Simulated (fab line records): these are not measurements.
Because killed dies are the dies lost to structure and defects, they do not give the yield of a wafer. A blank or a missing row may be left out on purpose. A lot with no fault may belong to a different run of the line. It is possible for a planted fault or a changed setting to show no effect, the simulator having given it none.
Which tool was responsible? + flow n5 finfet + 27 wafers from 9 lots sampled at 2 of the route's 1938 steps

== WHAT EACH GAUGE READ, for each wafer ==
N5_BEOL_M4_RC_MEAS_101.
| lot  | measured     | on        | DIBL_N (mV/V)  | DIBL_P (mV/V)  | IOFF_N (nA/um) | IOFF_P (nA/um) | ION_N (uA/um) | ION_P (uA/um) | SS_N (mV/dec)  | SS_P (mV/dec)  | VT_N (mV)   | VT_P (mV)      |
|------|--------------|-----------|----------------|----------------|----------------|----------------|---------------|---------------|----------------|----------------|-------------|----------------|
| L504 | day 8 00:26  | prober-02 | 35.2 37.8 35.8 | 33.4 36.8 34.4 | 0.12 0.17 0.14 | 0.18 0.23 0.19 | 658 676 672   | 453 464 459   | 71.4 71.9 71.5 | 72.0 73.4 72.6 | 252 248 252 | -254 -248 -250 |
| L506 | day 8 07:41  | prober-02 | 32.6 32.3 32.3 | 31.7 31.6 31.5 | 0.10 0.10 0.10 | 0.15 0.15 0.15 | 651 653 664   | 456 453 456   | 70.0 69.8 70.1 | 72.0 71.8 72.1 | 259 256 257 | -256 -253 -254 |
| L511 | day 10 03:58 | prober-02 | 31.6 33.2 33.5 | 31.6 33.4 34.0 | 0.11 0.13 0.14 | 0.16 0.18 0.20 | 650 660 668   | 451 457 458   | 71.4 70.7 71.6 | 72.7 72.2 73.1 | 258 252 251 | -253 -251 -248 |
| L513 | day 11 02:29 | prober-02 | 36.2 40.1 39.7 | 34.9 40.8 37.9 | 0.14 0.23 0.20 | 0.16 0.26 0.21 | 668 681 677   | 452 462 453   | 71.8 72.4 73.6 | 73.0 73.9 73.3 | 253 245 252 | -257 -251 -252 |
| L512 | day 11 13:41 | prober-02 | 36.3 34.7 33.9 | 35.8 33.7 32.3 | 0.16 0.13 0.11 | 0.24 0.20 0.17 | 670 658 627   | 465 463 450   | 72.2 71.6 72.0 | 72.4 72.2 72.4 | 252 251 259 | -246 -250 -250 |
| L516 | day 11 20:07 | prober-02 | 37.1 38.7 39.6 | 36.1 37.1 38.6 | 0.15 0.16 0.18 | 0.19 0.20 0.23 | 667 661 677   | 455 450 460   | 71.9 72.4 71.6 | 72.6 73.5 73.8 | 250 250 249 | -252 -251 -248 |
| L519 | day 12 22:51 | prober-01 | 33.0 36.1 35.6 | 33.7 36.9 36.2 | 0.12 0.17 0.15 | 0.18 0.23 0.22 | 658 656 669   | 457 454 455   | 71.0 71.5 71.2 | 72.3 73.2 73.1 | 253 250 250 | -250 -248 -251 |
| L526 | day 14 01:46 | prober-02 | 36.8 33.8 34.3 | 36.2 32.4 33.0 | 0.16 0.12 0.13 | 0.20 0.15 0.16 | 676 666 672   | 458 460 459   | 71.6 70.9 70.7 | 74.0 72.0 72.4 | 251 255 253 | -249 -256 -252 |
| L522 | day 14 07:01 | prober-02 | 37.0 34.8 38.7 | 38.8 34.8 38.5 | 0.20 0.15 0.24 | 0.25 0.19 0.24 | 682 666 676   | 462 454 458   | 71.8 71.2 72.4 | 74.3 74.1 74.0 | 247 249 244 | -248 -252 -249 |

N5_BEOL_M10_INSPECT_58: inspects for defects (darkfield).
| lot  | measured     | on                | raw defect count |
|------|--------------|-------------------|------------------|
| L504 | day 10 11:16 | defect inspect-02 | 71 100 88        |
| L506 | day 10 19:01 | defect inspect-01 | 71 62 62         |
| L511 | day 12 11:20 | defect inspect-01 | 87 65 91         |
| L513 | day 13 07:53 | defect inspect-01 | 46 55 59         |
| L512 | day 13 16:57 | defect inspect-02 | 50 43 56         |
| L516 | day 14 08:12 | defect inspect-01 | 96 62 138        |
| L519 | day 15 04:58 | defect inspect-01 | 49 43 55         |
| L526 | day 16 10:24 | defect inspect-01 | 50 41 49         |
| L522 | day 16 10:55 | defect inspect-01 | 44 80 56         |

== EACH LOT AND THE TOOL THAT RAN IT (in order: tool; ch and the chambers of the sampled wafers; start) ==
There is no process step in the record ahead of these readings.

== AS READ BY THE TOOLS THEMSELVES (means over the sampled wafers that have a number; for cases with no such wafer, the mark the record gives instead) ==
The record holds no such reading with a usual standard deviation.

== THE ANSWER, worked out from the rows above alone ==
Rule: what is usual is taken from the lots themselves. Put in order of their means at a reading, lots are off if they are a third of the lots or fewer, leave a main group of 4 or more, and stand apart from it by a gap of 3 or more times the standard deviation of the main group's means; of several such gaps the widest counts. The tables above print the reading to a certain number of digits; a main group whose means all agree to those digits is not used. Also off: a lot with no number at a reading for which 4 or more lots have one. All remaining lots with rows at the step are treated as sound. After the gauges, taken in route order, come the tools' own readings; for these a lot's mean is taken, as printed above. At the first step where some lot is off, the reading lying furthest off is the one used; lots without a number count as furthest.
None of the lots is off at any reading shown; this tells nothing.

== WHAT THE SIMULATOR HAD INSERTED ==
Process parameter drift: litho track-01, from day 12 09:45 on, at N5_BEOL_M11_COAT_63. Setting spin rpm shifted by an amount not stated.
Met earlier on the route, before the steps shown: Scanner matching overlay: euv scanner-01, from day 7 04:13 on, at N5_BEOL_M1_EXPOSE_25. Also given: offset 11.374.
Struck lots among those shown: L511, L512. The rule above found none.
